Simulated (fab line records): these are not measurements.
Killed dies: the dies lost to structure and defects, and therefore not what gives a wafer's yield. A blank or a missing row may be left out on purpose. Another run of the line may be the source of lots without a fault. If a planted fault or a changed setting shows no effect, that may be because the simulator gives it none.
Matching of chambers    flow n5-finfet    4 sister chambers for N5_BEOL_M4_STRIP_36 on rie-diel-04
The step strips in N2/H2. 4 wafers are shown with their chamber, then 8 later ones without.

## WAFERS, EACH WITH ITS CHAMBER
wafer   chamber  throttle-valve-pct (%)
L085.2  2        24.36
L087.3  1        23.16
L087.5  3        23.24
L089.2  0        23.51

## WAFERS MISSING THEIR CHAMBER
wafer   throttle-valve-pct (%)
L089.4  23.16
L089.5  23.53
L092.1  23.21
L092.2  23.29
L092.5  23.16
L097.4  23.18
L097.5  23.29
L097.6  24.00

## WHICH CHAMBER EACH ONE RAN IN
wafer   from the rows above           in truth
L089.4  can't be placed: 1 or 3       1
L089.5  0                             0
L092.1  can't be placed: 3 or 1       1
L092.2  can't be placed: 3 or 1 or 0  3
L092.5  can't be placed: 1 or 3       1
L097.4  can't be placed: 1 or 3       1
L097.5  can't be placed: 3 or 1 or 0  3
L097.6  can't be placed: 2 or 0       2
1 of 8 placed correctly. Unplaceable from these rows: 7, with the true chamber sitting among the candidates in 7. Placed wrongly: 0.
How it was worked out, from the rows above alone: a wafer's distance from a chamber is the root of the sum, over the readings, of the square of ((its reading less the chamber's mean) divided by the reading's scatter). The wafer belongs to the nearest chamber; if the next one is less than 2 further off, it can't be placed. A chamber's mean is the mean of its shown wafers. The scatter (one wafer shown for each chamber): square how far every hidden wafer sits from the nearest shown wafer, average those squares and take the square root.
